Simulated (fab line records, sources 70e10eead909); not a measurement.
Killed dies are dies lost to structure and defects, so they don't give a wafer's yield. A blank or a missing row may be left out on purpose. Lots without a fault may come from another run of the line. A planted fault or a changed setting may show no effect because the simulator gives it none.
fab line records | flow nand_harc
record lots=5 wafers=15 last_day=24
route steps=1159 shown A_STAIRCASE@642
lots that met no fault: from a run of the same line without faults
start_h: hours from the record's first day to the start of the lot's first wafer shown | wait_h: hours since the lot's step before | " the same as in the row above | L1.1+2: a row that stands for several wafers | - no value, or no start given | * or withheld: withheld | < > ~ a bound
route shown NAME@n: a module of which the file shows steps, and the number in the route of the first | usual: mean/standard deviation of fault-free wafers | same: alike in all rows | chamber/n: place in a boat | sites: the reading at each site | _std_site: their standard deviation | _edge_site: outer sites' mean less inner sites' | radius_mm: how far each site lies from the wafer's centre | mask NAME#n: copy n | behind: the tool/chamber that last shaped the wafer | hold: why the lot was held/for how many hours/how that ended | device: the transistor (n, p or np) that didn't switch | end of line: the same wafers' tests at the end of the route | a step without rows: its recipe alone | killed: dies lost to structure and defects at the first sort, not the wafer's yield | map: a wafer's dies, x killed, . not, _ none there
set.NAME: the setting as run; set.NAME@STEP: as run at that earlier step | model.NAME: the simulator's own value behind a step, which no gauge read
lots at some steps of the route; a table a step, a row a wafer
services: from which hour (start_h, from the record's first day; less than 0 if before it) a tool's chamber was out of use, for how many hours, and why
## steps
# step NHARC_A_STAIRCASE_PEB_248
# recipe peb_temp_c=115 peb_time_s=130
# usual heater_power_total_W=123.88/0.18
# columns lot.wafer tool chamber start_h wait_h heater_power_total_W
L079.1 litho_track-05 0 279.99 0.1 124.05
L079.3 " 0 " " 123.92
L079.6 " 0 " " 123.65
L083.1 litho_track-02 0 301.77 0.1 123.85
L083.5 " 0 " " 123.57
L083.6 " 0 " " 123.62
L087.1 litho_track-07 0 323.91 0.1 123.90
L087.3 " 0 " " 123.99
L087.5 " 0 " " 123.91
L091.1 litho_track-02 0 355.56 0.1 124.02
L091.4 " 0 " " 123.83
L091.5 " 0 " " 124.08
L094.4 litho_track-05 0 366.07 0.0 123.72
L094.5 " 0 " " 124.05
L094.6 " 0 " " 123.84
# step NHARC_A_STAIRCASE_DEVELOP_249
# recipe time_s=140
# same time_s=140
# columns lot.wafer tool chamber start_h wait_h
L079.1+3+6 litho_track-05 0 - -
L083.1+5+6 litho_track-02 0 - -
L087.1+3+5 litho_track-07 0 - -
L091.1+4+5 litho_track-02 0 - -
L094.4+5+6 litho_track-05 0 - -
# step NHARC_A_STAIRCASE_HARDBAKE_251
# recipe temp_c=120 time_s=140
# usual heater_power_total_W=127.28/0.23
# same time_s=140
# columns lot.wafer tool chamber start_h wait_h heater_power_total_W
L079.1 litho_track-07 0 280.21 - 127.10
L079.3 " 0 " " 127.18
L079.6 " 0 " " 127.38
L083.1 litho_track-05 0 301.99 - 127.53
L083.5 " 0 " " 127.47
L083.6 " 0 " " 126.95
L087.1 litho_track-05 0 324.13 - 127.46
L087.3 " 0 " " 127.38
L087.5 " 0 " " 127.21
L091.1 litho_track-05 0 355.78 - 127.32
L091.4 " 0 " " 127.29
L091.5 " 0 " " 127.20
L094.4 litho_track-05 0 366.30 - 127.47
L094.5 " 0 " " 127.18
L094.6 " 0 " " 127.56
# step NHARC_A_STAIRCASE_DESCUM_252
# recipe time_s=3 o2_flow_sccm=200 ar_flow_sccm=0 bias_power_w=0 chemistry=O2
# usual drypump_motor_current_A=6.0/0.5 oes_product_au=1.000/0.009 rf_vpp_V=57.5/0.82 showerhead_plenum_p_Torr=1.88/0.082 throttle_valve_pct=11.311/0.0094
# same bias_power_w=0 time_s=3
# columns lot.wafer tool chamber start_h wait_h drypump_motor_current_A oes_product_au rf_hours_counter_h rf_vpp_V showerhead_plenum_p_Torr throttle_valve_pct
L079.1 rie_diel-02 3 280.31 - 6.1 0.993 46 57.8 1.99 11.331
L079.3 " 0 " " 6.6 0.982 42 57.0 1.87 11.292
L079.6 " 2 " " 5.4 0.993 - 56.7 1.76 11.310
L083.1 rie_diel-12 3 302.08 - 5.9 0.990 31 58.0 1.85 11.313
L083.6 " 3 " " 5.9 0.987 - 57.0 1.85 11.291
L083.5 " 0 " " 6.6 1.003 - 57.6 1.88 11.308
L087.1 rie_diel-12 2 324.24 - 5.6 0.997 42 56.6 1.82 11.313
L087.3 " 3 " " 5.9 0.993 40 57.7 1.85 11.308
L087.5 " 1 " " 5.3 0.997 - 57.8 1.95 11.317
L091.4 rie_diel-12 3 355.89 - 5.9 0.982 51 57.8 1.85 11.309
L091.1 " 0 " " 6.7 1.010 52 56.7 1.88 11.303
L091.5 " 2 " " 5.6 0.991 - 58.2 1.82 11.305
L094.4 rie_diel-12 0 366.40 - 6.7 1.010 56 56.7 1.88 11.314
L094.6 " 2 " " 5.6 0.996 - 57.3 1.82 11.311
L094.5 " 3 " " 5.9 0.982 - 59.0 1.84 11.314
# step NHARC_A_STAIRCASE_ETCH_253
# recipe target_depth_a=500 time_s=20.2 ion_energy_ev=400 c4f8_flow_sccm=20 o2_flow_sccm=10 ar_flow_sccm=withheld rf_w=600 bias_w=1000 chemistry=C4F8/O2
# usual oes_product_au=0.951/0.022 rf_vpp_V=894/4.9
# same time_s=20.2
# columns lot.wafer tool chamber start_h wait_h oes_product_au rf_hours_counter_h rf_vpp_V
L079.3 rie_diel-02 1 280.39 0.1 0.948 40 894
L079.1 " 0 " " 0.953 42 894
L079.6 " 1 " " 0.953 - 894
L083.1 rie_diel-12 3 302.17 0.1 0.944 31 894
L083.6 " 2 " " 0.984 - 892
L083.5 " 3 " " 0.939 - 892
L087.3 rie_diel-12 2 324.36 0.1 0.909 42 890
L087.1 " 0 " " 0.926 41 894
L087.5 " 2 " " 0.914 - 891
L091.4 rie_diel-12 2 356.02 0.1 0.943 55 890
L091.1 " 3 " " 0.933 51 891
L091.5 " 1 " " 0.934 - 898
L094.4 rie_diel-12 3 366.47 0.1 0.944 55 893
L094.6 " 1 " " 0.983 - 898
L094.5 " 2 " " 0.959 - 891
# step NHARC_A_STAIRCASE_STRIP_254
# recipe power_w=1500 temp_c=250 chemistry=O2
# usual drypump_motor_current_A=5.8/0.43 heater_power_w=327/28
# columns lot.wafer tool chamber start_h wait_h drypump_motor_current_A heater_power_w rf_hours_counter_h
L079.1 plasma_asher-01 0 287.26 - 5.2 300 0
L079.3 " 0 " " 5.2 292 -
L079.6 " 1 " " 6.3 366 -
L083.1 plasma_asher-01 1 302.30 - 6.3 362 9
L083.6 " 0 " " 5.2 303 -
L083.5 " 1 " " 6.2 368 -
L087.1 plasma_asher-01 1 324.44 - 6.3 365 15
L087.3 " 0 " " 5.2 295 -
L087.5 " 1 " " 6.2 359 -
L091.1 plasma_asher-02 0 356.10 - 6.1 307 51
L091.4 " 1 " " 5.6 342 -
L091.5 " 1 " " 5.6 337 -
L094.4 plasma_asher-01 0 368.32 - 5.3 300 -
L094.5 " 1 " " 6.3 360 -
L094.6 " 0 " " 5.2 290 -
# step NHARC_A_STAIRCASE_STRIP_255
# recipe time_s=900 temp_c=130 chemistry=SPM
# same time_s=900
# columns lot.wafer tool chamber start_h wait_h
L079.6+3+1 wet_bench-05 6,2,3 287.61 0.1
L083.5+6+1 wet_bench-05 5,0,1 302.61 0.1
L087.1+3+5 wet_bench-01 3,4,6 324.80 0.3
L091.5+1+4 wet_bench-05 6,7,1 356.46 0.1
L094.6+4+5 wet_bench-06 4,5,7 368.53 0.1
# step NHARC_A_STAIRCASE_PRECLEAN_256
# recipe time_s=* temp_c=50 bath_age_min=0 chemistry=SC1
# same time_s=*
# columns lot.wafer tool chamber start_h wait_h
L079.6+3+1 wet_bench-05 6,2,3 - -
L083.5+6+1 wet_bench-05 5,0,1 - -
L087.1+3+5 wet_bench-01 3,4,6 - -
L091.5+1+4 wet_bench-05 6,7,1 - -
L094.6+4+5 wet_bench-06 4,5,7 - -
# step NHARC_A_STAIRCASE_SRD_257
# columns lot.wafer tool chamber start_h wait_h
L079.6+3+1 wet_bench-05 6,2,3 - -
L083.5+6+1 wet_bench-05 5,0,1 - -
L087.1+3+5 wet_bench-01 3,4,6 - -
L091.5+1+4 wet_bench-05 6,7,1 - -
L094.6+4+5 wet_bench-06 4,5,7 - -
# step NHARC_A_STAIRCASE_HM_DEP_456
# recipe target_thk_a=15000 temp_c=400 material=aC
# usual susceptor_temp_C=399.93/0.19 throttle_valve_pct=35.000/0.0089
# columns lot.wafer tool chamber start_h wait_h susceptor_temp_C throttle_valve_pct
L079.1 acl_dep-01 0 288.77 - 399.58 35.009
L079.3 " 0 " " 399.75 34.994
L079.6 " 0 " " 399.79 34.992
L083.1 acl_dep-03 0 307.43 - - 34.996
L083.5 " 0 308.64 - - 34.990
L083.6 " 0 " " - 34.997
L087.1 acl_dep-02 0 325.30 - - 34.989
L087.3 " 0 " " - 35.003
L087.5 " 0 " " - 34.988
L091.1 acl_dep-01 0 359.89 - - 35.015
L091.4 " 0 " " - 34.993
L091.5 " 0 " " - 34.995
L094.4 acl_dep-03 0 370.60 - 399.91 35.000
L094.5 " 0 " " 399.91 35.010
L094.6 " 0 " " 399.80 34.998
# step NHARC_A_STAIRCASE_DEP_259
# recipe target_thk_a=300 target_thk_nm=30 temp_c=400 pressure_torr=3.5 flow_sccm=200 rf_w=350 material=SiON
# usual heater_power_w=706/76 susceptor_temp_C=400.04/0.22
# columns lot.wafer tool chamber start_h wait_h heater_power_w susceptor_temp_C
L079.3 pecvd-02 2 290.65 1.0 624 400.22
L079.1 " 1 " " 698 399.94
L079.6 " 2 " " 620 399.96
L083.1 pecvd-03 0 309.27 1.5 773 400.22
L083.6 " 0 " " 800 400.01
L083.5 " 2 " " 737 400.57
L087.1 pecvd-02 2 327.15 1.5 656 400.12
L087.3 " 0 " " 755 400.12
L087.5 " 2 " " 658 399.72
L091.1 pecvd-02 1 361.72 1.5 793 400.53
L091.4 " 1 " " 778 400.12
L091.5 " 2 " " 538 399.78
L094.6 pecvd-03 1 371.64 0.1 712 399.48
L094.4 " 2 " " 649 399.93
L094.5 " 0 " " 690 399.95
# step NHARC_A_STAIRCASE_DEHYDRATE_281
# recipe temp_c=150 time_s=120
# usual heater_power_total_W=182.4/1.2
# same time_s=120
# columns lot.wafer tool chamber start_h wait_h heater_power_total_W
L079.1 litho_track-07 0 290.92 0.2 182.0
L079.3 " 0 " " 180.9
L079.6 " 0 " " 183.4
L083.1 litho_track-02 0 309.54 0.2 183.5
L083.5 " 0 " " 181.8
L083.6 " 0 " " 181.0
L087.1 litho_track-07 0 327.43 0.2 182.5
L087.3 " 0 " " 181.7
L087.5 " 0 " " 183.9
L091.1 litho_track-05 0 362.00 0.2 181.3
L091.4 " 0 " " 180.7
L091.5 " 0 " " 181.9
L094.4 litho_track-07 0 371.83 0.1 182.0
L094.5 " 0 " " 181.2
L094.6 " 0 " " 182.6
# step NHARC_A_STAIRCASE_HMDS_282
# recipe time_s=30
# same time_s=30
# columns lot.wafer tool chamber start_h wait_h
L079.1+3+6 litho_track-07 0 - -
L083.1+5+6 litho_track-02 0 - -
L087.1+3+5 litho_track-07 0 - -
L091.1+4+5 litho_track-05 0 - -
L094.4+5+6 litho_track-07 0 - -
# step NHARC_A_STAIRCASE_COAT_283
# recipe spin_rpm=1200
# columns lot.wafer tool chamber start_h wait_h
L079.1+3+6 litho_track-07 0 - -
L083.1+5+6 litho_track-02 0 - -
L087.1+3+5 litho_track-07 0 - -
L091.1+4+5 litho_track-05 0 - -
L094.4+5+6 litho_track-07 0 - -
# step NHARC_A_STAIRCASE_SOFTBAKE_284
# recipe temp_c=135 time_s=170
# usual heater_power_total_W=134.7/0.99
# same time_s=170
# columns lot.wafer tool chamber start_h wait_h heater_power_total_W
L079.1 litho_track-07 0 - - 136.1
L079.3 " 0 " " 133.3
L079.6 " 0 " " 135.1
L083.1 litho_track-02 0 - - 134.3
L083.5 " 0 " " 133.6
L083.6 " 0 " " 135.6
L087.1 litho_track-07 0 - - 135.4
L087.3 " 0 " " 135.3
L087.5 " 0 " " 133.2
L091.1 litho_track-05 0 - - 134.1
L091.4 " 0 " " 134.4
L091.5 " 0 " " 136.2
L094.4 litho_track-07 0 - - 135.6
L094.5 " 0 " " 135.5
L094.6 " 0 " " 134.2
# step NHARC_A_STAIRCASE_EBR_285
# columns lot.wafer tool chamber start_h wait_h
L079.1+3+6 litho_track-07 0 - -
L083.1+5+6 litho_track-02 0 - -
L087.1+3+5 litho_track-07 0 - -
L091.1+4+5 litho_track-05 0 - -
L094.4+5+6 litho_track-07 0 - -
# step NHARC_A_STAIRCASE_EXPOSE_286
# recipe na=0.5 dose_mj=25.01 mask_id=CHOP_100
# columns lot.wafer tool chamber start_h wait_h mask
L079.1+3+6 krf_scanner-04 0 291.13 - CHOP_100#0
L083.1+5+6 krf_scanner-04 0 309.87 - CHOP_100#0
L087.1+3+5 krf_scanner-01 0 327.76 - CHOP_100#0
L091.1+4+5 krf_scanner-04 0 362.33 - CHOP_100#0
L094.4+5+6 krf_scanner-03 0 372.18 - CHOP_100#0
# step NHARC_A_STAIRCASE_PEB_287
# recipe peb_temp_c=115 peb_time_s=130
# usual heater_power_total_W=123.86/0.2
# columns lot.wafer tool chamber start_h wait_h heater_power_total_W
L079.1 litho_track-07 0 291.19 0.1 123.74
L079.3 " 0 " " 123.83
L079.6 " 0 " " 123.96
L083.1 litho_track-07 0 309.94 0.1 124.08
L083.5 " 0 " " 124.10
L083.6 " 0 " " 123.86
L087.1 litho_track-05 0 327.83 0.1 124.01
L087.3 " 0 " " 123.80
L087.5 " 0 " " 123.85
L091.1 litho_track-05 0 362.39 0.1 123.42
L091.4 " 0 " " 124.06
L091.5 " 0 " " 124.04
L094.4 litho_track-07 0 372.24 0.0 123.81
L094.5 " 0 " " 123.64
L094.6 " 0 " " 124.04
# step NHARC_A_STAIRCASE_DEVELOP_288
# recipe time_s=140
# same time_s=140
# columns lot.wafer tool chamber start_h wait_h
L079.1+3+6 litho_track-07 0 - -
L083.1+5+6 litho_track-07 0 - -
L087.1+3+5 litho_track-05 0 - -
L091.1+4+5 litho_track-05 0 - -
L094.4+5+6 litho_track-07 0 - -
# step NHARC_A_STAIRCASE_HARDBAKE_290
# recipe temp_c=120 time_s=140
# usual heater_power_total_W=127.36/0.25
# same time_s=140
# columns lot.wafer tool chamber start_h wait_h heater_power_total_W
L079.1 litho_track-07 0 291.41 - 127.39
L079.3 " 0 " " 127.35
L079.6 " 0 " " 127.32
L083.1 litho_track-07 0 310.15 - 127.26
L083.5 " 0 " " 127.16
L083.6 " 0 " " 127.28
L087.1 litho_track-05 0 328.04 - 127.49
L087.3 " 0 " " 127.19
L087.5 " 0 " " 127.68
L091.1 litho_track-05 0 362.61 - 127.30
L091.4 " 0 " " 127.16
L091.5 " 0 " " 127.18
L094.4 litho_track-05 0 372.47 - 127.26
L094.5 " 0 " " 127.67
L094.6 " 0 " " 126.86
# step NHARC_A_STAIRCASE_DESCUM_291
# recipe time_s=3 o2_flow_sccm=200 ar_flow_sccm=0 bias_power_w=0 chemistry=O2
# usual drypump_motor_current_A=6.0/0.51 oes_product_au=1.000/0.0099 rf_vpp_V=57.6/0.82 showerhead_plenum_p_Torr=1.88/0.081 throttle_valve_pct=11.311/0.0086
# same bias_power_w=0 time_s=3
# columns lot.wafer tool chamber start_h wait_h drypump_motor_current_A oes_product_au rf_hours_counter_h rf_vpp_V showerhead_plenum_p_Torr throttle_valve_pct
L079.1 rie_diel-02 3 291.51 - 6.1 0.988 50 57.9 1.99 11.300
L079.3 " 1 " " 6.7 1.002 43 57.5 1.88 11.339
L079.6 " 0 " " 6.5 0.997 - 58.3 1.87 11.321
L083.1 rie_diel-11 2 310.26 - 5.5 1.003 27 57.6 1.84 11.311
L083.5 " 1 " " 5.3 0.990 - 58.7 1.98 11.313
L083.6 " 2 " " 5.5 1.004 - 58.1 1.84 11.295
L087.3 rie_diel-11 2 328.14 - 5.5 1.004 36 57.9 1.84 11.306
L087.1 " 0 " " 6.2 1.004 53 58.1 1.76 11.319
L087.5 " 2 " " 5.5 1.009 - 57.2 1.84 11.291
L091.1 rie_diel-02 1 362.72 - 6.7 0.999 10 57.4 1.87 11.309
L091.4 " 2 " " 5.4 1.002 12 58.5 2.07 11.319
L091.5 " 3 " " 6.1 0.987 - 58.6 1.98 11.303
L094.4 rie_diel-12 0 372.56 - 6.7 1.006 57 57.8 1.88 11.309
L094.6 " 2 " " 5.6 1.002 - 58.1 1.81 11.321
L094.5 " 3 " " 5.8 0.982 - 58.1 1.84 11.325
# step NHARC_A_STAIRCASE_ETCH_292
# recipe cf4_flow_sccm=100 chf3_flow_sccm=30 ar_flow_sccm=0 rf_w=500 bias_w=200 chemistry=CF4/CHF3
# usual drypump_motor_current_A=6.0/0.51 oes_product_au=0.954/0.023 rf_vpp_V=369.7/2.1 showerhead_plenum_p_Torr=1.55/0.061 throttle_valve_pct=16.803/0.009
# columns lot.wafer tool chamber start_h wait_h drypump_motor_current_A oes_product_au rf_hours_counter_h rf_vpp_V showerhead_plenum_p_Torr throttle_valve_pct
L079.1 rie_diel-02 3 291.59 0.1 6.1 0.908 50 373.3 1.63 16.794
L079.3 " 1 " " 6.7 0.927 43 369.6 1.55 16.779
L079.6 " 3 " " 6.1 0.932 - 371.5 1.63 16.820
L083.1 rie_diel-11 3 310.36 0.1 6.4 0.929 43 369.9 1.52 16.801
L083.6 " 0 " " 6.2 0.919 - 366.7 1.46 16.796
L083.5 " 1 " " 5.3 0.916 - 371.6 1.63 16.808
L087.1 rie_diel-11 0 328.24 0.1 6.2 0.928 53 367.0 1.46 16.808
L087.3 " 1 " " 5.3 0.918 53 371.4 1.62 16.793
L087.5 " 2 " " 5.5 0.923 - 368.9 1.51 16.822
L091.4 rie_diel-02 0 362.79 0.1 6.6 0.913 9 367.9 1.53 16.800
L091.1 " 1 " " 6.7 0.921 10 369.9 1.54 16.796
L091.5 " 0 " " 6.6 0.916 - 368.4 1.53 16.805
L094.4 rie_diel-12 3 372.66 0.1 5.9 0.951 56 369.6 1.52 16.787
L094.5 " 0 " " 6.7 0.982 - 369.6 1.54 16.800
L094.6 " 1 " " 5.3 0.977 - 370.5 1.60 16.826
# step NHARC_A_STAIRCASE_HM_OPEN_460
# recipe o2_flow_sccm=400 cos_flow_sccm=20 ar_flow_sccm=0 rf_w=500 bias_w=300 chemistry=O2/COS
# usual cos_flow_sccm=19.98/0.057 drypump_motor_current_A=6.0/0.52 oes_product_au=1.001/0.01 rf_vpp_V=466.0/2.7 showerhead_plenum_p_Torr=3.07/0.13 throttle_valve_pct=28.331/0.0094
# columns lot.wafer tool chamber start_h wait_h cos_flow_sccm drypump_motor_current_A oes_product_au rf_hours_counter_h rf_vpp_V showerhead_plenum_p_Torr throttle_valve_pct
L079.3 rie_diel-02 2 - - 19.90 5.4 0.999 47 462.2 2.89 28.338
L079.1 " 3 " " 20.06 6.1 0.989 50 469.6 3.24 28.328
L079.6 " 1 " " 20.04 6.7 0.988 - 466.9 3.07 28.337
L083.1 rie_diel-11 1 - - 19.88 5.3 0.990 44 468.0 3.23 28.352
L083.6 " 1 " " 19.92 5.3 0.989 - 469.6 3.23 28.331
L083.5 " 2 " " 19.92 5.5 0.997 - 465.6 3.01 28.331
L087.3 rie_diel-11 3 - - 19.86 6.4 1.016 52 464.8 3.02 28.340
L087.1 " 0 " " 19.99 6.2 1.012 53 461.4 2.89 28.335
L087.5 " 2 " " 19.96 5.5 0.997 - 465.1 3.00 28.354
L091.4 rie_diel-02 2 - - 19.91 5.4 1.011 12 472.4 3.37 28.340
L091.1 " 3 " " 19.95 6.1 0.984 12 470.1 3.23 28.337
L091.5 " 1 " " 19.94 6.7 1.006 - 465.5 3.06 28.350
L094.4 rie_diel-12 1 - - 20.07 5.3 0.999 60 468.1 3.17 28.335
L094.5 " 1 " " 20.02 5.4 1.001 - 468.1 3.17 28.332
L094.6 " 2 " " 19.94 5.7 0.989 - 462.9 2.97 28.342
# step NHARC_A_STAIRCASE_STRIP_461
# recipe o2_flow_sccm=400 cos_flow_sccm=20 ar_flow_sccm=0 bias_w=0 chemistry=O2/COS
# columns lot.wafer tool chamber start_h wait_h
L079.3+1+6 rie_diel-02 3,1,3 - -
L083.1+6+5 rie_diel-11 1,3,0 - -
L087.3+1+5 rie_diel-11 2,1,3 - -
L091.4+1+5 rie_diel-02 2,0,3 - -
L094.4+6+5 rie_diel-12 3,3,0 - -
# step NHARC_A_STAIRCASE_ETCH_452
# recipe target_depth_a=300 overetch_a=30 time_s=16.5 ion_energy_ev=100 cf4_flow_sccm=80 o2_flow_sccm=20 ar_flow_sccm=0 rf_w=300 bias_w=100 chemistry=CF4/O2
# usual drypump_motor_current_A=6.0/0.5 oes_product_au=1.000/0.011 rf_vpp_V=197.3/1.4 showerhead_plenum_p_Torr=1.32/0.058 throttle_valve_pct=13.397/0.01
# same time_s=16.5
# columns lot.wafer tool chamber start_h wait_h drypump_motor_current_A oes_product_au rf_hours_counter_h rf_vpp_V showerhead_plenum_p_Torr throttle_valve_pct
L079.3 rie_diel-02 0 - - 6.5 0.996 46 196.1 1.30 13.407
L079.1 " 1 " " 6.7 0.999 43 197.2 1.31 13.384
L079.6 " 2 " " 5.4 1.001 - 195.8 1.23 13.399
L083.1 rie_diel-11 3 - - 6.4 1.023 43 196.0 1.29 13.401
L083.6 " 0 " " 6.2 1.013 - 195.2 1.23 13.386
L083.5 " 1 " " 5.3 0.989 - 199.5 1.38 13.388
L087.1 rie_diel-11 3 - - 6.4 1.009 53 197.9 1.29 13.401
L087.3 " 1 " " 5.3 1.001 53 198.9 1.38 13.400
L087.5 " 3 " " 6.4 1.015 - 196.6 1.29 13.383
L091.1 rie_diel-02 3 - - 6.1 0.984 12 197.1 1.38 13.397
L091.4 " 1 " " 6.7 0.981 10 197.1 1.31 13.390
L091.5 " 3 " " 6.1 0.987 - 200.5 1.38 13.389
L094.4 rie_diel-12 2 - - 5.6 0.997 61 197.0 1.27 13.404
L094.5 " 0 " " 6.7 1.010 - 197.7 1.31 13.405
L094.6 " 1 " " 5.4 1.001 - 196.3 1.36 13.380
# step NHARC_A_STAIRCASE_ETCH_294
# recipe target_depth_a=49920 time_s=1212.4 ion_energy_ev=800 c4f8_flow_sccm=80 o2_flow_sccm=60 ar_flow_sccm=withheld rf_w=600 bias_w=3000 chemistry=C4F8/O2/Ar
# usual oes_product_au=0.937/0.012 rf_vpp_V=1823/11
# same time_s=1212.4
# columns lot.wafer tool chamber start_h wait_h oes_product_au rf_hours_counter_h rf_vpp_V
L079.3 rie_diel-02 1 - - 0.930 43 1823
L079.1 " 3 " " 0.929 50 1838
L079.6 " 1 " " 0.911 - 1823
L083.1 rie_diel-11 1 - - 0.920 45 1836
L083.6 " 1 " " 0.928 - 1837
L083.5 " 2 " " 0.925 - 1817
L087.3 rie_diel-11 0 - - 0.939 54 1810
L087.1 " 1 " " 0.920 53 1836
L087.5 " 0 " " 0.934 - 1807
L091.4 rie_diel-02 2 - - 0.926 12 1846
L091.1 " 0 " " 0.918 10 1820
L091.5 " 2 " " 0.930 - 1846
L094.4 rie_diel-12 3 - - 0.928 57 1817
L094.6 " 0 " " 0.951 - 1822
L094.5 " 1 " " 0.943 - 1831
# step NHARC_A_STAIRCASE_STRIP_295
# recipe o2_flow_sccm=500 ar_flow_sccm=0 bias_w=0 chemistry=O2
# usual drypump_motor_current_A=6.0/0.52 oes_product_au=1.001/0.01 rf_vpp_V=57.7/0.9 showerhead_plenum_p_Torr=3.49/0.15 throttle_valve_pct=17.034/0.009
# columns lot.wafer tool chamber start_h wait_h drypump_motor_current_A oes_product_au rf_hours_counter_h rf_vpp_V showerhead_plenum_p_Torr throttle_valve_pct
L079.1 rie_diel-02 3 - - 6.1 0.998 50 56.5 3.66 17.054
L079.3 " 1 " " 6.7 0.996 44 56.9 3.47 17.048
L079.6 " 3 " " 6.2 0.997 - 57.1 3.66 17.028
L083.1 rie_diel-11 2 - - 5.5 1.003 28 57.3 3.40 17.034
L083.6 " 0 " " 6.3 0.996 - 58.6 3.27 17.047
L083.5 " 1 " " 5.3 0.991 - 58.3 3.65 17.041
L087.3 rie_diel-11 3 - - 6.4 1.012 53 58.2 3.42 17.036
L087.1 " 1 " " 5.3 0.994 53 58.8 3.64 17.023
L087.5 " 3 " " 6.4 1.018 - 56.5 3.42 17.053
L091.1 rie_diel-02 3 - - 6.1 0.998 13 56.9 3.65 17.036
L091.4 " 0 " " 6.6 0.981 10 57.8 3.44 17.034
L091.5 " 2 " " 5.4 1.004 - 58.4 3.80 17.039
L094.4 rie_diel-12 2 - - 5.7 0.993 61 57.8 3.36 17.031
L094.5 " 1 " " 5.4 0.984 - 57.2 3.58 17.042
L094.6 " 2 " " 5.7 0.991 - 57.8 3.36 17.041
# step NHARC_A_STAIRCASE_STRIP_296
# recipe time_s=900 temp_c=130 chemistry=SPM
# same time_s=900
# columns lot.wafer tool chamber start_h wait_h
L079.6+3+1 wet_bench-06 3,7,0 293.22 -
L083.1+5+6 wet_bench-05 2,3,5 312.11 -
L087.3+1+5 wet_bench-05 6,1,2 329.93 -
L091.5+4+1 wet_bench-01 4,5,6 364.52 -
L094.6+4+5 wet_bench-06 4,5,0 374.30 -
# step NHARC_A_STAIRCASE_PRECLEAN_297
# recipe time_s=* temp_c=50 bath_age_min=0 chemistry=SC1
# same time_s=*
# columns lot.wafer tool chamber start_h wait_h
L079.6+3+1 wet_bench-06 3,7,0 - -
L083.1+5+6 wet_bench-05 2,3,5 - -
L087.3+1+5 wet_bench-05 6,1,2 - -
L091.5+4+1 wet_bench-01 4,5,6 - -
L094.6+4+5 wet_bench-06 4,5,0 - -
# step NHARC_A_STAIRCASE_SRD_298
# columns lot.wafer tool chamber start_h wait_h
L079.6+3+1 wet_bench-06 3,7,0 - -
L083.1+5+6 wet_bench-05 2,3,5 - -
L087.3+1+5 wet_bench-05 6,1,2 - -
L091.5+4+1 wet_bench-01 4,5,6 - -
L094.6+4+5 wet_bench-06 4,5,0 - -
# step NHARC_A_STAIRCASE_HM_DEP_462
# recipe target_thk_a=8000 temp_c=400 material=aC
# usual susceptor_temp_C=400.00/0.21 throttle_valve_pct=34.999/0.0091
# columns lot.wafer tool chamber start_h wait_h susceptor_temp_C throttle_valve_pct
L079.1 acl_dep-02 0 297.46 3.8 - 35.001
L079.3 " 0 " " - 34.992
L079.6 " 0 " " - 34.995
L083.1 acl_dep-02 0 315.25 2.7 399.74 35.006
L083.5 " 0 316.49 3.9 400.04 35.006
L083.6 " 0 " " 400.09 34.992
L087.1 acl_dep-03 0 332.07 1.7 399.67 34.999
L087.3 " 0 " " 399.89 35.008
L087.5 " 0 " " 400.03 34.997
L091.1 acl_dep-01 0 365.89 0.9 399.96 35.007
L091.4 " 0 " " 399.68 34.993
L091.5 " 0 " " 399.68 34.997
L094.4 acl_dep-01 0 378.21 3.4 399.72 34.993
L094.5 " 0 " " 400.13 34.982
L094.6 " 0 " " 399.89 34.998
# step NHARC_A_STAIRCASE_DEP_301
# recipe target_thk_a=300 target_thk_nm=30 temp_c=400 pressure_torr=3.5 flow_sccm=200 rf_w=350 material=SiON
# usual heater_power_w=709/68 susceptor_temp_C=400.03/0.24
# columns lot.wafer tool chamber start_h wait_h heater_power_w susceptor_temp_C
L079.3 pecvd-04 1 299.30 0.9 617 400.42
L079.1 " 2 " " 763 400.08
L079.6 " 2 " " 756 400.53
L083.1 pecvd-03 1 317.19 1.6 618 399.86
L083.5 " 0 " " 736 399.69
L083.6 " 1 " " 629 400.10
L087.1 pecvd-04 2 333.99 1.6 731 399.75
L087.3 " 0 " " 699 400.00
L087.5 " 1 " " 705 399.97
L091.1 pecvd-02 1 368.00 1.8 766 399.81
L091.5 " 2 " " 518 399.58
L091.4 " 0 " " 638 400.22
L094.4 pecvd-03 2 379.24 0.7 686 400.19
L094.6 " 0 " " 776 400.07
L094.5 " 1 " " 645 400.25
# step NHARC_A_STAIRCASE_DEHYDRATE_302
# recipe temp_c=150 time_s=120
# usual heater_power_total_W=182.7/1.2
# same time_s=120
# columns lot.wafer tool chamber start_h wait_h heater_power_total_W
L079.1 litho_track-07 0 299.57 0.2 183.2
L079.3 " 0 " " 182.8
L079.6 " 0 " " 181.0
L083.1 litho_track-05 0 317.43 0.2 181.5
L083.5 " 0 " " 181.3
L083.6 " 0 " " 184.3
L087.1 litho_track-05 0 334.23 0.2 184.7
L087.3 " 0 " " 183.6
L087.5 " 0 " " 184.0
L091.1 litho_track-05 0 368.22 0.2 181.8
L091.4 " 0 " " 184.7
L091.5 " 0 " " 180.4
L094.4 litho_track-05 0 379.42 0.2 181.8
L094.5 " 0 " " 181.9
L094.6 " 0 " " 180.8
# step NHARC_A_STAIRCASE_HMDS_303
# recipe time_s=30
# same time_s=30
# columns lot.wafer tool chamber start_h wait_h
L079.1+3+6 litho_track-07 0 - -
L083.1+5+6 litho_track-05 0 - -
L087.1+3+5 litho_track-05 0 - -
L091.1+4+5 litho_track-05 0 - -
L094.4+5+6 litho_track-05 0 - -
# step NHARC_A_STAIRCASE_COAT_304
# recipe spin_rpm=1200
# columns lot.wafer tool chamber start_h wait_h
L079.1+3+6 litho_track-07 0 - -
L083.1+5+6 litho_track-05 0 - -
L087.1+3+5 litho_track-05 0 - -
L091.1+4+5 litho_track-05 0 - -
L094.4+5+6 litho_track-05 0 - -
## services
# columns tool chamber start_h hours kind
krf_scanner-01 - 259.09 4.0 pm
rie_diel-02 1 259.67 8.8 repair
rie_diel-11 1 260.58 1.5 repair
pecvd-02 - 261.75 1.0 repair
plasma_asher-01 - 277.99 9.0 pm
plasma_asher-02 - 280.03 11.4 repair
pecvd-04 - 281.00 1.9 repair
pecvd-04 - 292.02 1.3 repair
pecvd-03 - 292.08 13.0 pm
acl_dep-01 - 293.47 13.0 pm
wet_bench-06 - 305.60 8.0 pm
rie_diel-12 3 318.14 2.6 repair
pecvd-04 1 323.95 2.9 repair
rie_diel-02 - 328.00 9.0 pm
pecvd-04 - 330.57 1.2 repair
pecvd-02 - 334.00 13.0 pm
litho_track-02 - 340.00 7.0 pm
acl_dep-02 - 349.58 13.0 pm
litho_track-07 - 364.00 7.0 pm
rie_diel-11 - 366.56 9.0 pm
wet_bench-01 - 367.43 4.6 repair
wet_bench-01 - 372.75 2.2 repair
wet_bench-05 - 372.85 8.0 pm
pecvd-04 - 376.73 13.0 pm
## key
fault none
